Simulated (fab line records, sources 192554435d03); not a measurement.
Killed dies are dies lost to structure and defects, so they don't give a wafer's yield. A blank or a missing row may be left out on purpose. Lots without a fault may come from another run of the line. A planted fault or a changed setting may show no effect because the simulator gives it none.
fab line records | flow n5_finfet
record lots=9 wafers=27 last_day=19
route steps=1938 shown BEOL_M3@953 BEOL_M4@1111 PASSIVATION@1936
lots that met no fault: from a run of the same line without faults
start_h: hours from the record's first day to the start of the lot's first wafer shown | wait_h: hours since the lot's step before | " the same as in the row above | L1.1+2: a row that stands for several wafers | - no value, or no start given | * or withheld: withheld | < > ~ a bound
route shown NAME@n: a module of which the file shows steps, and the number in the route of the first | usual: mean/standard deviation of fault-free wafers | same: alike in all rows | chamber/n: place in a boat | sites: the reading at each site | _std_site: their standard deviation | _edge_site: outer sites' mean less inner sites' | radius_mm: how far each site lies from the wafer's centre | mask NAME#n: copy n | behind: the tool/chamber that last shaped the wafer | hold: why the lot was held/for how many hours/how that ended | device: the transistor (n, p or np) that didn't switch | end of line: the same wafers' tests at the end of the route | a step without rows: its recipe alone | killed: dies lost to structure and defects at the first sort, not the wafer's yield | map: a wafer's dies, x killed, . not, _ none there
set.NAME: the setting as run; set.NAME@STEP: as run at that earlier step | model.NAME: the simulator's own value behind a step, which no gauge read
steps of the route over a sample of lots; a table a step, a row a wafer
services: from which hour (start_h, from the record's first day; less than 0 if before it) a tool's chamber was out of use, for how many hours, and why
## steps
# step N5_BEOL_M3_STRIP_66
# recipe chemistry=CF4 resist=SiARC power_w=300 bias_power_w=75 pressure_mtorr=50 cf4_flow_sccm=150 rf_frequency_hz=6e+07
# usual drypump_motor_current_A=5.6/0.57 oes_product_au=0.79/0.068 rf_vpp_V=271.2/1.4 showerhead_plenum_p_Torr=1.79/0.051 throttle_valve_pct=13.54/0.21
# columns lot.wafer tool chamber start_h wait_h drypump_motor_current_A oes_product_au rf_hours_counter_h rf_vpp_V showerhead_plenum_p_Torr throttle_valve_pct
L789.2 rie_diel-06 1 176.69 0.0 5.2 0.93 9 272.8 1.83 13.52
L789.5 " 2 " " 6.0 0.74 - 272.4 1.87 13.61
L789.6 " 1 " " 5.2 0.92 - 273.5 1.83 13.54
L791.2 rie_diel-03 0 185.75 0.0 5.5 0.91 16 270.8 1.83 13.38
L791.4 " 2 " " 5.1 0.78 92 273.1 1.79 13.40
L791.6 " 3 " " 4.7 0.76 - 268.8 1.72 13.55
L798.2 rie_diel-03 3 207.15 0.0 4.7 0.75 141 271.0 1.72 13.56
L798.3 " 1 " " 5.0 0.80 104 271.1 1.74 13.77
L798.4 " 0 " " 5.5 0.90 23 272.6 1.83 13.40
L799.1 rie_diel-03 3 222.35 0.0 4.7 0.75 145 268.0 1.72 13.58
L799.4 " 1 " " 5.0 0.79 109 269.0 1.74 13.77
L799.5 " 2 " " 5.1 0.77 - 271.4 1.79 13.41
L800.4 rie_diel-03 1 227.03 0.0 5.0 0.79 110 270.8 1.74 13.77
L800.5 " 2 " " 5.1 0.77 - 271.5 1.79 13.43
L800.6 " 3 " " 4.7 0.75 - 270.7 1.72 13.58
L806.1 rie_diel-03 2 262.43 0.0 5.1 0.76 113 270.6 1.79 13.45
L806.2 " 0 " " 5.5 0.87 38 271.9 1.83 13.44
L806.4 " 3 " " 4.7 0.74 155 269.4 1.71 13.60
L807.1 rie_diel-01 0 279.11 0.0 6.0 0.70 202 271.8 1.79 13.89
L807.3 " 2 " " 5.9 0.76 129 272.7 1.87 13.68
L807.5 " 3 " " 6.3 0.84 - 269.7 1.75 13.26
L809.1 rie_diel-06 0 280.37 0.0 6.5 0.86 60 271.9 1.83 13.13
L809.2 " 3 " " 6.0 0.73 176 271.5 1.80 13.62
L809.5 " 0 " " 6.6 0.86 - 273.1 1.83 13.12
L812.3 rie_diel-06 3 293.96 0.0 5.9 0.73 181 270.7 1.80 13.63
L812.4 " 0 " " 6.6 0.85 67 270.9 1.83 13.15
L812.5 " 3 " " 6.0 0.73 - 271.7 1.80 13.63
# step N5_BEOL_M3_DESCUM_33
# recipe chemistry=O2 time_s=7 source_power_w=50 bias_power_w=20 pressure_mtorr=20 rf_frequency_hz=2.712e+07 temp_c=40 resist=CAR-EUV o2_flow_sccm=225
# usual drypump_motor_current_A=5.8/0.49 o2_flow_sccm=224.9/0.72 oes_product_au=0.79/0.075 rf_vpp_V=243.1/1.4 showerhead_plenum_p_Torr=2.10/0.064 throttle_valve_pct=20.44/0.27
# columns lot.wafer tool chamber start_h wait_h drypump_motor_current_A o2_flow_sccm oes_product_au rf_hours_counter_h rf_vpp_V showerhead_plenum_p_Torr throttle_valve_pct
L789.2 rie_diel-01 0 177.36 0.0 6.0 224.9 0.70 172 243.4 2.11 20.79
L789.5 " 3 " " 6.3 224.3 0.87 - 243.8 2.05 20.11
L789.6 " 2 " " 5.9 225.4 0.77 - 244.9 2.21 20.54
L791.2 rie_diel-06 3 186.54 0.0 6.0 224.0 0.76 150 242.6 2.11 20.46
L791.4 " 2 " " 6.0 223.8 0.76 159 244.5 2.16 20.22
L791.6 " 2 " " 6.0 225.9 0.75 - 244.5 2.16 20.22
L798.2 rie_diel-03 1 207.82 0.0 5.0 224.6 0.82 105 242.4 2.02 20.72
L798.3 " 0 " " 5.4 224.4 0.91 23 244.1 2.13 20.29
L798.4 " 3 " " 4.7 225.0 0.76 141 240.9 2.02 20.54
L799.1 rie_diel-01 3 223.14 0.0 6.2 226.7 0.85 54 242.7 2.05 20.16
L799.4 " 1 " " 5.8 224.0 0.70 203 241.7 2.00 20.65
L799.5 " 3 " " 6.2 225.7 0.86 - 241.8 2.05 20.13
L800.4 rie_diel-03 2 227.69 0.0 5.1 224.5 0.77 104 243.9 2.13 20.53
L800.5 " 3 " " 4.7 225.1 0.76 - 242.9 2.02 20.55
L800.6 " 0 " " 5.5 224.7 0.90 - 243.6 2.13 20.30
L806.1 rie_diel-06 0 263.10 0.0 6.6 223.1 0.87 56 242.5 2.12 19.84
L806.2 " 3 " " 6.0 224.7 0.74 171 241.9 2.10 20.49
L806.4 " 1 " " 5.2 225.2 0.89 35 244.9 2.13 20.52
L807.1 rie_diel-06 2 279.95 0.2 6.0 224.5 0.72 185 244.9 2.15 20.24
L807.3 " 1 " " 5.2 224.6 0.87 40 243.8 2.13 20.54
L807.5 " 1 " " 5.2 224.8 0.87 - 243.2 2.13 20.54
L809.1 rie_diel-01 0 281.03 0.0 6.1 224.6 0.70 202 242.4 2.10 20.81
L809.2 " 3 " " 6.3 224.7 0.84 70 242.9 2.04 20.16
L809.5 " 0 " " 6.1 224.5 0.69 - 242.6 2.10 20.84
L812.3 rie_diel-01 3 294.70 0.0 6.3 226.0 0.83 76 242.4 2.04 20.18
L812.4 " 2 " " 5.9 224.4 0.74 136 246.5 2.20 20.58
L812.5 " 3 " " 6.2 225.6 0.82 - 241.6 2.04 20.18
# step N5_BEOL_M3_ALD_98
# recipe material=SiO2 target_thk_a=25 temp_c=100 ald_precursor_family=BDEAS ald_co_reactant=O2-plasma pulse_time_s=1 co_reactant_pulse_time_s=1 purge_time_s=2 co_reactant_purge_time_s=2 ald_cycles=17 pressure_torr=2
# usual chamber_pressure_Torr=2.000/0.0046 heater_power_w=80/5.7 precursor_pulse_height_rel=1.005/0.018 susceptor_temp_C=100.03/0.13
# same pulse_time_s=1 purge_time_s=2
# columns lot.wafer tool chamber start_h wait_h chamber_pressure_Torr heater_power_w precursor_pulse_height_rel susceptor_temp_C
L789.2 ald_sin-01 2 177.49 0.1 1.994 75 0.999 100.14
L789.5 " 0 " " 1.998 80 0.997 100.11
L789.6 " 1 " " 2.001 83 0.961 100.06
L791.2 ald_sin-03 3 186.95 0.3 2.000 81 1.028 100.16
L791.4 " 0 " " 1.995 69 1.017 100.01
L791.6 " 0 " " 2.004 71 1.013 99.96
L798.2 ald_sin-01 0 207.95 0.1 1.998 81 1.009 100.40
L798.3 " 3 " " 2.003 95 0.999 100.13
L798.4 " 2 " " 1.998 77 1.030 100.16
L799.1 ald_sin-03 2 223.27 0.1 2.008 77 1.001 100.06
L799.4 " 3 " " 2.002 81 1.001 99.81
L799.5 " 2 " " 1.999 75 1.006 99.89
L800.4 ald_sin-03 1 228.06 0.3 2.000 84 1.002 100.06
L800.5 " 2 " " 1.996 76 1.020 99.85
L800.6 " 3 " " 2.005 81 0.991 100.07
L806.1 ald_sin-03 0 263.23 0.1 1.999 68 0.995 99.90
L806.2 " 3 " " 2.007 82 1.021 99.84
L806.4 " 1 " " 1.998 90 0.993 105.43
L807.1 ald_sin-03 1 280.24 0.2 1.997 88 0.999 105.40
L807.3 " 2 " " 1.997 76 1.003 99.93
L807.5 " 2 " " 2.003 76 1.033 99.92
L809.1 ald_sin-01 0 281.16 0.1 1.987 81 1.029 100.01
L809.2 " 1 " " 1.998 82 1.011 99.91
L809.5 " 1 " " 2.006 83 1.021 99.89
L812.3 ald_sin-02 1 295.35 0.6 2.000 84 1.021 100.03
L812.4 " 2 " " 1.997 84 0.996 100.00
L812.5 " 3 " " 1.995 81 0.968 100.06
# step N5_BEOL_M3_ETCHBACK_99
# recipe chemistry=CHF3 target=SiO2 target_depth_a=50 time_s=10.4 source_w=215 bias_w=47 Ar_flow_sccm=200 CHF3_flow_sccm=12 ion_energy_ev=100 pressure_mtorr=30
# usual drypump_motor_current_A=5.7/0.52 oes_f_703_au=0.79/0.076 oes_product_au=0.79/0.076 rf_vpp_V=242/3.2 showerhead_plenum_p_Torr=2.15/0.07 throttle_valve_pct=17.06/0.26
# columns lot.wafer tool chamber start_h wait_h drypump_motor_current_A oes_f_703_au oes_product_au rf_hours_counter_h rf_vpp_V showerhead_plenum_p_Torr throttle_valve_pct
L789.2 rie_diel-06 2 184.43 6.9 6.0 0.73 0.74 159 244 2.26 17.15
L789.5 " 0 " " 6.6 0.90 0.91 - 239 2.19 16.45
L789.6 " 3 " " 5.9 0.75 0.74 - 243 2.14 16.94
L791.2 rie_diel-03 0 188.22 1.2 5.4 0.90 0.92 16 248 2.19 16.87
L791.4 " 3 " " 4.7 0.78 0.76 135 240 2.07 17.11
L791.6 " 2 " " 5.1 0.81 0.78 - 239 2.18 17.00
L798.2 rie_diel-06 1 221.92 13.9 5.2 0.93 0.91 22 236 2.22 17.20
L798.3 " 0 " " 6.6 0.88 0.89 44 240 2.18 16.45
L798.4 " 3 " " 6.0 0.75 0.74 160 243 2.14 16.96
L799.1 rie_diel-03 2 235.55 12.2 5.1 0.80 0.77 105 237 2.17 17.02
L799.4 " 3 " " 4.7 0.77 0.76 147 239 2.07 17.14
L799.5 " 1 " " 5.0 0.79 0.81 - 242 2.07 17.27
L800.4 rie_diel-03 2 237.84 9.7 5.1 0.80 0.76 107 239 2.17 17.03
L800.5 " 3 " " 4.7 0.77 0.75 - 240 2.07 17.14
L800.6 " 0 " " 5.5 0.87 0.89 - 246 2.19 16.90
L806.1 rie_diel-06 3 269.77 6.5 6.0 0.73 0.73 173 243 2.14 16.97
L806.2 " 1 " " 5.2 0.90 0.89 37 236 2.21 17.24
L806.4 " 2 " " 6.0 0.72 0.72 182 245 2.26 17.22
L807.1 rie_diel-06 2 282.61 2.3 5.9 0.71 0.72 185 245 2.25 17.20
L807.3 " 1 " " 5.2 0.89 0.88 41 236 2.21 17.25
L807.5 " 2 " " 6.0 0.71 0.72 - 243 2.25 17.22
L809.1 rie_diel-06 2 291.91 10.7 6.0 0.70 0.71 190 245 2.25 17.22
L809.2 " 0 " " 6.6 0.85 0.86 66 240 2.17 16.50
L809.5 " 3 " " 6.0 0.74 0.72 - 245 2.13 16.98
L812.3 rie_diel-01 1 309.57 14.2 5.8 0.70 0.69 231 241 2.05 17.35
L812.4 " 3 " " 6.2 0.82 0.83 81 242 2.08 16.73
L812.5 " 1 " " 5.8 0.70 0.68 - 242 2.05 17.35
# step N5_BEOL_M4_RC_MEAS_101
# usual DIBL_N=36.6/1.9 DIBL_P=36.7/2.2 IOFF_N=0.16/0.035 IOFF_P=0.22/0.038 ION_N=672/14 ION_P=462/8.3 SS_N=71.6/0.65 SS_P=73.5/0.72 VT_N=250/3.5 VT_P=-250/3.1
# columns lot.wafer tool chamber start_h wait_h DIBL_N[mV/V] DIBL_P[mV/V] IOFF_N[nA/um] IOFF_P[nA/um] ION_N[uA/um] ION_P[uA/um] SS_N[mV/dec] SS_P[mV/dec] VT_N[mV] VT_P[mV]
L789.2 prober-01 0 203.17 0.2 39.2 40.5 0.22 0.34 686 483 71.1 74.5 243 -239
L789.5 " 0 " " 37.5 39.0 0.17 0.29 677 471 71.0 73.9 247 -244
L789.6 " 0 " " 33.2 32.6 0.10 0.18 646 455 69.9 72.5 255 -252
L791.2 prober-02 0 218.38 0.2 37.3 37.3 0.16 0.25 690 480 71.2 73.6 248 -247
L791.4 " 0 " " 33.2 32.7 0.11 0.18 685 474 70.0 72.5 253 -250
L791.6 " 0 " " 34.2 34.5 0.13 0.20 676 477 70.5 72.5 251 -249
L798.2 prober-02 0 249.28 0.2 36.3 36.6 0.15 0.21 678 468 71.1 73.3 252 -252
L798.3 " 0 " " 37.3 38.0 0.16 0.23 659 459 71.4 74.0 250 -248
L798.4 " 0 " " 36.5 37.6 0.16 0.22 681 463 71.4 73.7 247 -250
L800.4 prober-01 0 254.94 0.5 32.7 34.8 0.12 0.18 655 459 70.9 72.7 252 -252
L800.5 " 0 " " 36.4 38.2 0.18 0.23 670 466 72.2 73.1 249 -249
L800.6 " 0 " " 33.4 34.6 0.12 0.18 665 460 71.6 72.6 253 -252
L799.1 prober-02 0 257.28 0.0 34.1 33.4 0.13 0.17 650 448 71.7 72.8 254 -253
L799.4 " 0 " " 33.8 32.8 0.12 0.16 656 454 71.4 72.9 256 -253
L799.5 " 0 " " 33.7 32.6 0.12 0.16 642 439 71.3 72.9 258 -251
L806.1 prober-02 0 293.14 0.0 36.2 37.9 0.19 0.24 674 467 71.5 74.5 246 -247
L806.2 " 0 " " 36.8 38.9 0.19 0.25 671 464 71.4 73.9 248 -248
L806.4 " 0 " " 35.7 37.4 0.18 0.23 679 465 72.3 73.9 247 -247
L807.1 prober-02 0 301.59 0.0 38.5 37.6 0.19 0.21 674 453 72.4 74.1 246 -251
L807.3 " 0 " " 39.1 38.6 0.21 0.23 693 471 72.5 74.6 247 -252
L807.5 " 0 " " 37.1 36.5 0.17 0.20 686 466 71.5 73.9 246 -253
L809.1 prober-01 0 319.10 0.0 37.4 38.4 0.16 0.22 678 468 71.0 74.4 251 -249
L809.2 " 0 " " 37.4 38.9 0.17 0.25 667 455 71.4 73.9 253 -247
L809.5 " 0 " " 38.9 38.7 0.18 0.24 654 452 72.4 74.9 254 -249
L812.3 prober-01 0 328.16 0.3 37.0 38.4 0.17 0.22 674 467 71.4 73.3 251 -250
L812.4 " 0 " " 36.8 38.0 0.17 0.24 676 459 72.2 74.1 248 -248
L812.5 " 0 " " 38.7 39.6 0.20 0.26 694 470 72.2 73.6 249 -248
# step N5_PASSIVATION_PROBE_49
# usual defect_limited_yield=91.6/1.4 killed_at_M0_to_M3=35/10 killed_at_M4_up=13/4.8 killed_at_contacts=12/7.2 killed_at_front_end=36/12 killed_at_other=4/3.1 killed_dies=100/17 killed_on_rim=13/4.2 killed_open=66/13 killed_short=32/7.3 sort_bin_5_function=5.0/0.94 sort_bin_6_memory=3.1/0.67 sort_bin_8_speed=0.01/0.047 sort_n_pass=1080/17 sort_yield_pct=91.6/1.4
# same gross_dies=1180 killed_at_back_side=0 sort_bin_4_leakage[%]=0
# columns lot.wafer tool chamber start_h wait_h defect_limited_yield[%] killed_at_M0_to_M3 killed_at_M4_up killed_at_contacts killed_at_front_end killed_at_other killed_dies killed_on_rim killed_open killed_short sort_bin_5_function[%] sort_bin_6_memory[%] sort_bin_8_speed[%] sort_n_pass sort_yield_pct[%]
L789.2 prober-01 - 317.24 0.1 91.8 38 8 12 35 4 97 14 59 38 4.1 3.6 0 1083 91.8
L789.5 prober-01 - 317.39 0.2 91.0 41 14 16 35 0 106 16 76 30 5.5 3.5 0 1074 91.0
L789.6 prober-01 - 317.44 0.3 93.1 40 3 11 28 0 82 6 51 31 4.9 1.7 0.08 1097 93.0
L791.2 prober-01 - 347.66 0.1 92.7 40 7 12 25 2 86 11 55 30 4.6 2.4 0 1094 92.7
L791.4 prober-01 - 347.76 0.2 92.7 28 12 9 33 4 86 6 55 31 4.7 2.5 0 1094 92.7
L791.6 prober-01 - 347.86 0.3 90.3 46 14 4 49 2 115 18 79 35 5.8 3.8 0 1065 90.3
L798.2 prober-02 - 375.75 0.1 94.4 28 10 10 17 1 66 9 48 18 2.8 2.7 0 1114 94.4
L798.3 prober-02 - 375.80 0.1 96.0 18 4 9 13 3 47 7 35 12 2.5 1.4 0 1133 96.0
L798.4 prober-02 - 375.85 0.2 93.3 32 11 15 21 0 79 10 58 21 3.6 2.7 0 1101 93.3
L800.4 prober-02 - 376.90 0.2 91.6 44 12 7 23 13 99 13 67 32 4.7 3.3 0 1081 91.6
L800.5 prober-02 - 376.95 0.2 92.1 36 17 9 24 7 93 13 61 32 4.3 3.6 0 1087 92.1
L800.6 prober-02 - 377.00 0.3 90.2 38 17 10 41 10 116 20 78 38 6.0 3.6 0 1064 90.2
L799.1 prober-01 - 389.60 0.0 91.5 37 7 13 39 4 100 19 61 39 4.6 3.6 0 1080 91.5
L799.4 prober-01 - 389.75 0.2 91.2 31 7 8 52 6 104 24 68 36 5.3 3.2 0 1076 91.2
L799.5 prober-01 - 389.80 0.2 92.0 30 25 12 26 1 94 9 65 29 5.0 2.9 0.17 1084 91.9
L806.1 prober-01 - 409.14 0.0 89.8 60 11 14 34 1 120 10 80 40 5.7 4.2 0 1060 89.8
L806.2 prober-01 - 409.19 0.1 92.7 29 12 13 32 0 86 15 54 29 4.6 2.4 0 1094 92.7
L806.4 prober-01 - 409.29 0.2 89.7 48 22 15 35 1 121 12 94 27 5.3 4.5 0 1059 89.7
L807.1 prober-02 - 427.98 0.0 92.2 28 12 5 44 3 92 7 61 30 5.2 2.0 0 1088 92.2
L807.3 prober-02 - 428.08 0.1 92.0 37 16 13 25 3 94 16 61 33 4.9 2.7 0 1086 92.0
L807.5 prober-02 - 428.18 0.2 91.1 23 20 4 56 2 105 14 80 25 5.7 3.1 0 1075 91.1
L809.1 prober-02 - 438.54 0.0 94.6 23 9 6 25 1 64 7 44 20 3.0 1.9 0 1116 94.6
L809.2 prober-02 - 438.59 0.1 93.5 35 10 11 19 2 77 15 49 28 3.4 2.6 0 1103 93.5
L809.5 prober-02 - 438.74 0.2 92.8 38 9 5 31 2 85 7 56 29 3.4 3.6 0 1095 92.8
L812.3 prober-02 - 448.85 0.1 92.1 22 17 19 32 3 93 18 62 30 4.5 3.1 0 1087 92.1
L812.4 prober-02 - 448.90 0.2 90.5 26 16 18 49 3 112 17 71 41 6.0 2.7 0 1068 90.5
L812.5 prober-02 - 448.95 0.2 90.0 50 16 21 23 8 118 18 83 35 5.8 3.7 0 1062 90.0
# killed by level:class
L789.2 FIN_SAQP:geometric_particle:short=11 BEOL_M0_SAQP:geometric_particle:open=10 FIN_SAQP:geometric_particle:open=9 MOL_CONTACT_COAG:geometric_particle:open=9 BEOL_M0_SAQP:geometric_particle:short=7 BEOL_M3:geometric_particle:open=7 DUMMY_GATE:geometric_particle:open=4 BEOL_M2:geometric_particle:open=4
L789.5 MOL_CONTACT_COAG:geometric_particle:open=14 FIN_SAQP:geometric_particle:open=13 BEOL_M2:geometric_particle:open=8 BEOL_M1:geometric_particle:open=6 BEOL_M3:geometric_particle:open=6 BEOL_M0_SAQP:geometric_particle:open=6 BEOL_M5:geometric_particle:open=6 STARTING-WAFER:geometric_particle:short=6
L789.6 MOL_CONTACT_COAG:geometric_particle:open=9 BEOL_M0_SAQP:geometric_particle:short=9 BEOL_M0_SAQP:geometric_particle:open=7 STI_FIN_REVEAL:geometric_particle:open=6 GATE_CUT:geometric_particle:open=6 BEOL_M3:geometric_particle:open=6 FIN_SAQP:geometric_particle:short=5 BEOL_M3:geometric_particle:short=5
L791.2 BEOL_M3:geometric_particle:open=12 BEOL_M2:geometric_particle:open=9 BEOL_M0_SAQP:geometric_particle:short=8 MOL_CONTACT_COAG:geometric_particle:open=7 GATE_CUT:geometric_particle:short=6 FIN_SAQP:geometric_particle:open=5 MOL_CONTACT_COAG:geometric_particle:short=5 BEOL_M0:geometric_particle:open=4
L791.4 STI_FIN_REVEAL:geometric_particle:open=13 BEOL_M2:geometric_particle:open=9 MOL_CONTACT_COAG:geometric_particle:open=7 BEOL_M0_SAQP:geometric_particle:open=6 FIN_SAQP:geometric_particle:short=3 BEOL_M0_SAQP:geometric_particle:short=3 BEOL_M4:geometric_particle:open=3 BEOL_M1:geometric_particle:short=3
L791.6 BEOL_M0_SAQP:geometric_particle:open=15 GATE_CUT:geometric_particle:short=11 BEOL_M5:geometric_particle:open=10 BEOL_M3:geometric_particle:open=9 BEOL_M0_SAQP:geometric_particle:short=8 STI_FIN_REVEAL:geometric_particle:open=7 BEOL_M2:geometric_particle:open=7 FIN_SAQP:geometric_particle:open=5
L798.2 MOL_CONTACT_COAG:geometric_particle:open=8 BEOL_M1:geometric_particle:open=8 BEOL_M3:geometric_particle:open=8 STI_FIN_REVEAL:geometric_particle:open=5 BEOL_M2:geometric_particle:open=4 ILD0:geometric_particle:short=3 BEOL_M0_SAQP:geometric_particle:short=3 BEOL_M4:geometric_particle:open=3
L798.3 MOL_CONTACT_COAG:geometric_particle:open=6 BEOL_M1:geometric_particle:open=6 BEOL_M0_SAQP:geometric_particle:open=4 BEOL_M2:geometric_particle:open=4 SPACER0:geometric_particle:open=3 MOL_CONTACT_COAG:geometric_particle:short=3 FIN_SAQP:geometric_particle:open=2 FIN_SAQP:geometric_particle:short=2
L798.4 MOL_CONTACT_COAG:geometric_particle:open=13 BEOL_M2:geometric_particle:open=8 BEOL_M0:geometric_particle:open=5 BEOL_M1:geometric_particle:open=5 FIN_SAQP:geometric_particle:short=4 DUMMY_GATE:geometric_particle:open=4 BEOL_M0_SAQP:geometric_particle:open=4 BEOL_M1:geometric_particle:short=4
L800.4 BEOL_M0_SAQP:geometric_particle:open=10 BEOL_M3:geometric_particle:open=9 FIN_SAQP:geometric_particle:open=8 BEOL_M2:geometric_particle:open=6 MIM_TOP_ETCH:geometric_particle:open=6 BEOL_M3:geometric_particle:short=5 MOL_CONTACT_COAG:geometric_particle:open=4 BEOL_M0_SAQP:geometric_particle:short=4
L800.5 BEOL_M2:geometric_particle:open=9 BEOL_M3:geometric_particle:open=8 MOL_CONTACT_COAG:geometric_particle:open=7 FIN_SAQP:geometric_particle:open=6 GATE_CUT:geometric_particle:short=5 BEOL_M0_SAQP:geometric_particle:open=5 BEOL_M4:geometric_particle:short=5 BEOL_M5:geometric_particle:open=5
L800.6 FIN_SAQP:geometric_particle:open=13 MOL_CONTACT_COAG:geometric_particle:open=8 BEOL_M3:geometric_particle:open=8 BEOL_M0_SAQP:geometric_particle:short=7 BEOL_M0_SAQP:geometric_particle:open=7 FIN_SAQP:geometric_particle:short=6 STI_FIN_REVEAL:geometric_particle:open=6 BEOL_M5:geometric_particle:open=6
L799.1 BEOL_M0_SAQP:geometric_particle:open=9 BEOL_M0_SAQP:geometric_particle:short=9 FIN_SAQP:geometric_particle:short=8 MOL_CONTACT_COAG:geometric_particle:open=8 BEOL_M1:geometric_particle:open=8 FIN_SAQP:geometric_particle:open=7 STI_FIN_REVEAL:geometric_particle:open=7 MOL_CONTACT_COAG:geometric_particle:short=5
L799.4 STI_FIN_REVEAL:geometric_particle:open=16 DUMMY_GATE:geometric_particle:open=9 BEOL_M1:geometric_particle:open=9 MOL_CONTACT_COAG:geometric_particle:open=8 BEOL_M0_SAQP:geometric_particle:short=7 FIN_SAQP:geometric_particle:short=5 FIN_SAQP:geometric_particle:open=5 STI_FIN_REVEAL:geometric_particle:short=3
L799.5 BEOL_M1:geometric_particle:open=11 MOL_CONTACT_COAG:geometric_particle:open=9 BEOL_M4:geometric_particle:open=9 DUMMY_GATE:geometric_particle:open=6 FIN_SAQP:geometric_particle:open=5 BEOL_M0_SAQP:geometric_particle:short=5 BEOL_M2:geometric_particle:open=5 FIN_SAQP:geometric_particle:short=4
L806.1 BEOL_M0_SAQP:geometric_particle:open=23 BEOL_M0_SAQP:geometric_particle:short=14 BEOL_M3:geometric_particle:open=11 MOL_CONTACT_COAG:geometric_particle:open=10 STI_FIN_REVEAL:geometric_particle:open=9 BEOL_M3:geometric_particle:short=8 GATE_CUT:geometric_particle:short=5 DUMMY_GATE:geometric_particle:open=4
L806.2 MOL_CONTACT_COAG:geometric_particle:open=11 STI_FIN_REVEAL:geometric_particle:open=10 BEOL_M0_SAQP:geometric_particle:short=10 BEOL_M0_SAQP:geometric_particle:open=5 BEOL_M3:geometric_particle:open=5 STI_FIN_REVEAL:geometric_particle:short=4 FIN_SAQP:geometric_particle:open=3 BEOL_M0:geometric_particle:open=3
L806.4 STI_FIN_REVEAL:geometric_particle:open=15 BEOL_M4:geometric_particle:open=14 MOL_CONTACT_COAG:geometric_particle:open=13 BEOL_M3:geometric_particle:open=12 BEOL_M0_SAQP:geometric_particle:open=10 BEOL_M0_SAQP:geometric_particle:short=9 BEOL_M1:geometric_particle:open=8 FIN_SAQP:geometric_particle:open=5
L807.1 BEOL_M2:geometric_particle:open=12 STI_FIN_REVEAL:geometric_particle:open=10 GATE_CUT:geometric_particle:short=8 BEOL_M0_SAQP:geometric_particle:open=6 DUMMY_GATE:geometric_particle:open=5 FIN_SAQP:geometric_particle:short=4 MOL_CONTACT_COAG:geometric_particle:open=4 GATE_CUT:geometric_particle:open=4
L807.3 BEOL_M2:geometric_particle:open=10 MOL_CONTACT_COAG:geometric_particle:open=9 STI_FIN_REVEAL:geometric_particle:open=7 BEOL_M0_SAQP:geometric_particle:open=7 GATE_CUT:geometric_particle:short=5 BEOL_M4:geometric_particle:open=5 MOL_CONTACT_COAG:geometric_particle:short=4 BEOL_M0_SAQP:geometric_particle:short=4
L807.5 STI_FIN_REVEAL:geometric_particle:open=23 BEOL_M4:geometric_particle:open=12 FIN_SAQP:geometric_particle:open=11 BEOL_M0_SAQP:geometric_particle:open=7 STI_FIN_REVEAL:geometric_particle:short=5 GATE_CUT:geometric_particle:short=4 BEOL_M0_SAQP:geometric_particle:short=4 BEOL_M2:geometric_particle:open=4
L809.1 FIN_SAQP:geometric_particle:open=7 FIN_SAQP:geometric_particle:short=6 BEOL_M1:geometric_particle:open=6 MOL_CONTACT_COAG:geometric_particle:open=5 BEOL_M0_SAQP:geometric_particle:open=5 BEOL_M0_SAQP:geometric_particle:short=4 BEOL_M3:geometric_particle:open=3 BEOL_M7:geometric_particle:open=3
L809.2 BEOL_M0_SAQP:geometric_particle:open=11 MOL_CONTACT_COAG:geometric_particle:open=9 FIN_SAQP:geometric_particle:short=5 BEOL_M0_SAQP:geometric_particle:short=5 BEOL_M3:geometric_particle:open=5 BEOL_M2:geometric_particle:open=4 BEOL_M5:geometric_particle:open=4 FIN_SAQP:geometric_particle:open=3
L809.5 BEOL_M0_SAQP:geometric_particle:open=12 BEOL_M2:geometric_particle:open=8 FIN_SAQP:geometric_particle:short=8 BEOL_M0_SAQP:geometric_particle:short=7 FIN_SAQP:geometric_particle:open=4 DUMMY_GATE:geometric_particle:open=4 BEOL_M1:geometric_particle:open=4 BEOL_M5:geometric_particle:open=4
L812.3 MOL_CONTACT_COAG:geometric_particle:open=13 FIN_SAQP:geometric_particle:open=7 GATE_CUT:geometric_particle:open=6 MOL_CONTACT_COAG:geometric_particle:short=6 BEOL_M2:geometric_particle:open=5 BEOL_M0_SAQP:geometric_particle:short=5 STARTING-WAFER:geometric_particle:open=5 BEOL_M0:geometric_particle:open=4
L812.4 MOL_CONTACT_COAG:geometric_particle:open=15 FIN_SAQP:geometric_particle:short=11 BEOL_M1:geometric_particle:open=9 GATE_CUT:geometric_particle:short=8 BEOL_M4:geometric_particle:open=8 FIN_SAQP:geometric_particle:open=7 GATE_CUT:geometric_particle:open=6 BEOL_M0_SAQP:geometric_particle:short=6
L812.5 MOL_CONTACT_COAG:geometric_particle:open=18 BEOL_M0_SAQP:geometric_particle:short=12 BEOL_M0_SAQP:geometric_particle:open=11 BEOL_M0:geometric_particle:open=10 BEOL_M3:geometric_particle:open=6 FIN_SAQP:geometric_particle:open=5 STI_FIN_REVEAL:geometric_particle:open=5 MIM_TOP:geometric_particle:open=5
## services
# columns tool chamber start_h hours kind
ald_sin-02 3 163.38 5.8 repair
rie_diel-01 - 164.46 0.3 repair
rie_diel-06 3 170.12 4.2 repair
ald_sin-02 - 177.80 14.0 pm
ald_sin-02 0 177.80 14.0 vent_cycle
ald_sin-02 1 177.80 14.0 vent_cycle
ald_sin-02 2 177.80 14.0 vent_cycle
ald_sin-02 3 177.80 14.0 vent_cycle
ald_sin-02 0 191.80 - clean
ald_sin-02 1 191.80 - clean
ald_sin-03 - 209.92 6.1 pm
ald_sin-02 - 213.91 6.0 pm
rie_diel-06 2 224.10 3.8 repair
ald_sin-02 2 244.30 5.1 repair
ald_sin-02 1 256.14 11.6 repair
rie_diel-03 2 257.70 2.6 repair
ald_sin-01 0 270.56 5.0 repair
ald_sin-03 - 275.67 0.6 repair
ald_sin-02 0 279.07 6.1 repair
rie_diel-03 - 281.46 14.6 pm
ald_sin-02 0 290.57 11.4 repair
ald_sin-03 - 294.96 1.2 repair
ald_sin-02 1 298.60 8.6 repair
ald_sin-02 3 307.27 3.9 repair
## key
first_sign step=N5_BEOL_M3_ALD_98 reading=susceptor_temp_C direction=up sigmas=41 usual=* struck=*
effect none on later readings
met_at N5_BEOL_M3_ALD_98
struck_lots L806,L807
struck_wafers L806.4,L807.1
not_acting_at N5_BEOL_M3_STRIP_66,N5_BEOL_M3_DESCUM_33,N5_BEOL_M3_ETCHBACK_99
onset_between 228.06 263.23
fault kind=process_parameter_drift tool=ald_sin-03 chamber=1 onset_h=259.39 steps=N5_BEOL_M3_ALD_98 channel=temp_c offset=* shape=step end_h=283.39 acts_in=* stated=*
